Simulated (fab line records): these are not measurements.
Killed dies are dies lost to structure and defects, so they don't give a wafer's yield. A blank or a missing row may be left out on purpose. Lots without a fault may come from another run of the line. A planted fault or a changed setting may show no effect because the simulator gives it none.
Chamber matching ; flow n5Finfet ; N5_BEOL_M7_PECVD_70 on pecvd-04: 3 sister chambers
The step deposits SiO2 from TEOS/O2, target thk 20 nm, time 22.7 s. 16 wafers are shown with their chamber, then 8 later ones without.

== WAFERS WITH THEIR CHAMBER ==
wafer;chamber;throttleValvePct (%);showerheadPlenumPTorr (Torr);heaterPowerW (W)
L074.1;0;22.2;8.763;689
L074.4;2;21.6;8.794;797
L074.6;0;22.5;8.752;705
L078.1;0;22.3;8.755;700
L078.3;2;22.0;8.799;726
L078.5;2;22.0;8.792;729
L079.1;1;25.9;8.771;716
L079.2;0;22.5;8.759;618
L079.4;1;25.8;8.771;688
L080.2;0;22.4;8.753;700
L080.4;0;22.0;8.765;660
L080.5;1;25.9;8.780;770
L084.1;0;22.5;8.745;674
L084.2;1;25.7;8.769;794
L084.3;1;25.6;8.776;783
L086.3;1;25.9;8.759;729

SIGNATURES, as means of the wafers listed above
reading;chamber 0;chamber 1;chamber 2;scatter within a chamber
throttleValvePct;22.343;25.800;21.867;0.176
showerheadPlenumPTorr;8.75600;8.77100;8.79500;0.0066
heaterPowerW;678.00;746.67;750.67;37
Rule: a wafer lies at a distance from a chamber equal to the root of the sum of squares, over the readings, of (its reading less the chamber's mean, divided by the reading's scatter). The wafer belongs to the nearest chamber; if the next one is less than 2 further off, it can't be placed. The scatter: the root of (the sum of the squares of (reading less its chamber's mean) over the shown wafers, divided by (wafers less chambers)).

== WAFERS WHOSE CHAMBER IS MISSING ==
wafer;throttleValvePct (%);showerheadPlenumPTorr (Torr);heaterPowerW (W)
L086.4;20.3;8.754;712
L086.6;25.9;8.765;760
L092.1;20.2;8.787;766
L092.2;22.4;8.762;621
L092.5;20.4;8.755;781
L097.2;25.9;8.790;794
L097.4;25.8;8.783;804
L097.5;20.5;8.781;835

== CHAMBER TAKEN BY EACH ==
wafer;from the rows above;in truth
L086.4;can't be placed: 2 or 0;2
L086.6;1;1
L092.1;2;2
L092.2;0;0
L092.5;can't be placed: 2 or 0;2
L097.2;1;1
L097.4;1;1
L097.5;2;2
Placed correctly: 6 of 8. Cannot be placed on the basis of these rows: 2; the candidates contain the true chamber in 2. 0 placed wrongly.
